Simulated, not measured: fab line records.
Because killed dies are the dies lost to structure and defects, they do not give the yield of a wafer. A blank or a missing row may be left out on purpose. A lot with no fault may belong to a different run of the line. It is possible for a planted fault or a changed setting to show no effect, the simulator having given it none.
fab line records	flow n5_finfet	part 2 of 2: steps 24 to 29 of 29
record lots=5	wafers=15	last_day=18
route steps=1938 shown BEOL_M8@1392 BEOL_M9@1401
lots with no fault: from the same line, run without faults
start_h: the number of hours between the record's first day and the start of the first shown wafer of the lot	wait_h: hours since the lot's step before	" identical to the entry in the row above	L1.1+2: one row covering several wafers at once	- no value, or no start was given	* or withheld: withheld	< > ~ a bound
route shown NAME@n: names a module that has steps shown in the file, with the first one's number in the route	usual: mean and standard deviation over wafers with no fault	same: alike in all rows	chamber/n: place in a boat	sites: each site's reading	_std_site: standard deviation of those values	_edge_site: mean of outer sites minus mean of inner sites	radius_mm: how far each site lies from the wafer's centre	mask NAME#n: copy n	behind: the tool/chamber that last shaped the wafer	hold: why the lot went on hold/how many hours it stayed there/how the hold came to an end	device: the transistor (n, p or np) that didn't switch	end of line: the route-end tests of the same wafers	where a step has no rows: the recipe by itself	killed: at the first sort, the dies lost to defects and structure; wafer yield is something else	map: dies across one wafer; x = killed, . = not, _ = none there
set.NAME: the setting the step ran with; set.NAME@STEP: the setting that earlier step ran with	model.NAME: the simulator's own value behind a step, which no gauge read
lots at some steps of the route; a table a step, a row a wafer
services: the hour from which a tool's chamber was out of use, counted from the record's first day as start_h (under 0 if before that day), plus the number of hours and why
## steps
# step N5_BEOL_M9_OVL_MEAS_12
# recipe points_per_wafer=44
# usual M9_OVL=-0.4/0.87
lot.wafer	tool	chamber	start_h	wait_h	M9_OVL[nm]
L084.2	overlay-01	0	282.08	0.1	0.1
L084.3	"	0	"	"	-0.2
L084.4	"	0	"	"	-0.8
L086.2	overlay-02	0	294.55	0.0	-0.5
L086.3	"	0	"	"	0.3
L086.4	"	0	"	"	-0.6
L092.4	overlay-02	0	326.08	0.0	-0.2
L092.5	"	0	"	"	-0.2
L092.6	"	0	"	"	-1.2
L093.2	overlay-02	0	359.11	0.0	1.9
L093.3	"	0	"	"	-0.9
L093.6	"	0	"	"	0.3
L096.1	overlay-01	0	363.02	0.0	-2.1
L096.4	"	0	"	"	0.2
L096.5	"	0	"	"	-1.1
# step N5_BEOL_M9_INSPECT_13
# recipe mode=adi	inspect_instrument=brightfield
# usual raw_defect_count=387/87
lot.wafer	tool	chamber	start_h	wait_h	raw_defect_count
L084.2	defect_inspect-01	-	282.11	0.0	543
L084.3	"	-	"	"	452
L084.4	"	-	"	"	366
L086.2	defect_inspect-02	-	294.57	0.0	383
L086.3	"	-	"	"	316
L086.4	"	-	"	"	340
L092.4	defect_inspect-02	-	326.10	0.0	549
L092.5	"	-	"	"	503
L092.6	"	-	"	"	460
L093.2	defect_inspect-02	-	359.14	0.0	446
L093.3	"	-	"	"	379
L093.6	"	-	"	"	316
L096.1	defect_inspect-02	-	363.04	0.0	559
L096.4	"	-	"	"	581
L096.5	"	-	"	"	430
# step N5_BEOL_M9_DESCUM_16
# recipe chemistry=O2	time_s=7.9	source_power_w=50	bias_power_w=20	pressure_mtorr=20	rf_frequency_hz=2.712e+07	temp_c=40	resist=CAR-ArF	o2_flow_sccm=225
# usual drypump_motor_current_A=5.6/0.34	oes_product_au=0.74/0.072	rf_fwd_power_W=49.41/0.23	rf_vpp_V=243.3/1.2	showerhead_plenum_p_Torr=2.11/0.051	throttle_valve_pct=20.58/0.2
lot.wafer	tool	chamber	start_h	wait_h	drypump_motor_current_A	oes_product_au	rf_fwd_power_W	rf_hours_counter_h	rf_vpp_V	showerhead_plenum_p_Torr	throttle_valve_pct
L084.2	rie_diel-04	2	282.50	0.4	6.5	0.96	49.59	3	244.9	2.23	20.00
L084.3	"	0	"	"	6.1	0.70	49.40	219	242.0	2.07	20.54
L084.4	"	3	"	"	5.0	0.95	49.77	10	242.8	2.07	20.39
L086.2	rie_diel-03	2	294.67	0.1	5.1	0.92	49.34	25	245.0	2.13	20.09
L086.3	"	1	"	"	5.1	0.74	49.62	183	242.4	2.10	20.70
L086.4	"	3	"	"	5.6	0.74	49.21	192	243.7	2.17	20.84
L092.4	rie_diel-03	3	326.15	0.0	5.6	0.73	49.20	-	244.0	2.17	20.87
L092.5	"	1	"	"	5.1	0.73	49.60	-	244.1	2.10	20.70
L092.6	"	0	"	"	5.5	0.80	49.46	-	242.3	2.03	20.51
L093.2	rie_diel-03	2	359.26	0.1	5.0	0.90	49.57	41	244.4	2.13	20.13
L093.3	"	0	"	"	5.5	0.80	49.21	111	241.6	2.02	20.54
L093.6	"	0	"	"	5.5	0.81	49.29	-	242.1	2.03	20.55
L096.1	rie_diel-05	0	363.08	0.0	5.8	0.69	49.56	244	242.4	2.17	20.80
L096.4	"	2	"	"	5.3	0.68	49.51	233	243.2	2.08	20.49
L096.5	"	3	"	"	5.8	0.70	49.60	-	242.1	2.07	20.60
# step N5_BEOL_M9_ETCH_61
# recipe chemistry=CF4	target=SiARC	target_depth_a=390	mask_material=CAR-ArF	time_s=65	ion_energy_ev=80	pressure_mtorr=40	source_w=545	bias_w=36	Ar_flow_sccm=100	cf4_flow_sccm=100	ends=cleared
# usual drypump_motor_current_A=5.6/0.35	etch_rf_on_time_s=65.8/1.7	oes_product_au=0.63/0.061	rf_fwd_power_W=539.1/2.3	rf_vpp_V=184.2/0.99	showerhead_plenum_p_Torr=2.14/0.048	throttle_valve_pct=15.71/0.19
lot.wafer	tool	chamber	start_h	wait_h	drypump_motor_current_A	etch_rf_on_time_s	oes_product_au	rf_fwd_power_W	rf_hours_counter_h	rf_vpp_V	showerhead_plenum_p_Torr	throttle_valve_pct
L084.2	rie_diel-04	2	282.54	0.0	6.5	64.1	0.83	539.6	3	186.1	2.28	15.16
L084.3	"	0	"	"	6.2	62.8	0.61	540.1	219	183.4	2.13	15.76
L084.4	"	3	"	"	4.9	63.9	0.81	542.7	10	183.1	2.10	15.41
L086.2	rie_diel-03	2	294.71	0.0	5.1	64.5	0.78	538.3	25	183.7	2.19	15.26
L086.3	"	1	"	"	5.1	66.1	0.62	541.6	183	185.1	2.14	15.76
L086.4	"	3	"	"	5.6	63.2	0.63	537.4	192	184.9	2.21	16.02
L092.4	rie_diel-03	3	326.19	0.0	5.6	62.4	0.63	538.5	-	185.2	2.21	16.04
L092.5	"	1	"	"	5.1	65.4	0.62	543.6	-	185.3	2.13	15.77
L092.6	"	0	"	"	5.5	65.6	0.69	536.4	-	183.5	2.08	15.63
L093.2	rie_diel-03	2	359.30	0.0	5.1	63.9	0.75	536.1	41	184.8	2.18	15.28
L093.3	"	0	"	"	5.5	66.1	0.68	538.2	111	182.6	2.07	15.64
L093.6	"	0	"	"	5.5	65.9	0.68	534.7	-	183.2	2.07	15.63
L096.1	rie_diel-05	0	363.11	0.0	5.8	65.0	0.59	538.6	244	185.3	2.19	15.89
L096.4	"	2	"	"	5.2	67.1	0.58	539.7	233	182.4	2.11	15.63
L096.5	"	3	"	"	5.8	65.7	0.60	541.0	-	184.2	2.11	15.80
# step N5_BEOL_M9_ETCH_62
# recipe chemistry=N2/H2	target=SOC	target_depth_a=1100	overetch_a=220	mask_material=SiARC	temp_c=40	time_s=165	ion_energy_ev=200	pressure_mtorr=30	source_w=840	bias_w=150	n2_flow_sccm=200	h2_flow_sccm=200
# usual drypump_motor_current_A=5.6/0.34	oes_product_au=0.63/0.057	rf_fwd_power_W=837.3/2.7	rf_vpp_V=524.1/1.7	showerhead_plenum_p_Torr=2.55/0.056	throttle_valve_pct=17.93/0.2
lot.wafer	tool	chamber	start_h	wait_h	drypump_motor_current_A	oes_product_au	rf_fwd_power_W	rf_hours_counter_h	rf_vpp_V	showerhead_plenum_p_Torr	throttle_valve_pct
L084.2	rie_diel-04	2	282.59	0.0	6.5	0.81	837.9	3	528.2	2.72	17.54
L084.3	"	0	"	"	6.2	0.60	838.9	220	523.5	2.52	18.05
L084.4	"	3	"	"	5.0	0.80	835.6	10	523.4	2.47	17.47
L086.2	rie_diel-03	2	294.76	0.0	5.1	0.77	837.6	25	525.0	2.58	17.36
L086.3	"	1	"	"	5.1	0.62	839.0	183	524.4	2.51	17.85
L086.4	"	3	"	"	5.6	0.61	835.3	192	525.2	2.63	18.09
L092.4	rie_diel-03	3	326.29	0.1	5.6	0.61	840.0	-	525.7	2.62	18.11
L092.5	"	1	"	"	5.1	0.61	843.8	-	522.7	2.51	17.86
L092.6	"	0	"	"	5.5	0.69	836.9	-	522.6	2.46	17.88
L093.2	rie_diel-03	2	359.35	0.0	5.1	0.75	835.8	41	527.4	2.58	17.39
L093.3	"	0	"	"	5.5	0.68	835.0	111	521.7	2.46	17.93
L093.6	"	0	"	"	5.5	0.68	833.1	-	522.4	2.46	17.93
L096.1	rie_diel-05	0	363.16	0.0	5.8	0.58	841.4	244	525.9	2.60	17.97
L096.4	"	2	"	"	5.3	0.59	838.3	233	524.0	2.50	17.79
L096.5	"	3	"	"	5.8	0.61	837.9	-	522.6	2.52	18.20
# step N5_BEOL_M9_STRIP_68
# recipe chemistry=N2/H2	temp_c=40	n2_flow_sccm=200	h2_flow_sccm=200	rf_frequency_hz=6e+07
lot.wafer	tool	chamber	start_h	wait_h
L084.2+3+4	rie_diel-04	2,0,3	282.72	0.1
L086.2+3+4	rie_diel-03	2,1,3	294.89	0.1
L092.4+5+6	rie_diel-03	3,1,0	326.36	0.0
L093.2+3+6	rie_diel-03	2,0,0	359.48	0.1
L096.1+4+5	rie_diel-05	0,2,3	363.30	0.1
## services
tool	chamber	start_h	hours	kind
arfi_scanner-02	-	254.03	5.2	repair
arfi_scanner-01	-	262.27	1.3	pm
ecd_cu-01	-	265.90	1.6	repair
arfi_scanner-01	-	266.20	0.5	repair
pecvd-01	0	272.18	70.1	repair
rie_diel-04	3	285.00	27.2	repair
rtp_anneal-02	-	287.30	3.2	pm
cmp-01	-	291.99	1.7	repair
arfi_scanner-02	-	298.53	1.0	pm
arfi_scanner-02	-	307.03	3.9	pm
pecvd-03	-	309.27	0.5	repair
uv_cure-03	-	311.58	2.1	pm
ecd_cu-01	-	316.46	5.0	repair
arfi_scanner-02	-	318.07	0.8	pm
rie_diel-04	0	322.48	6.7	repair
pecvd-02	-	326.81	1.8	repair
arfi_scanner-02	-	329.61	1.3	pm
arfi_scanner-02	-	333.17	3.1	pm
cmp-02	-	337.85	1.1	repair
cmp-02	-	344.61	0.6	repair
cmp-04	-	346.63	0.8	repair
ecd_cu-01	-	349.40	1.4	repair
rie_diel-04	-	351.21	1.5	repair
pecvd-03	-	358.62	2.8	repair
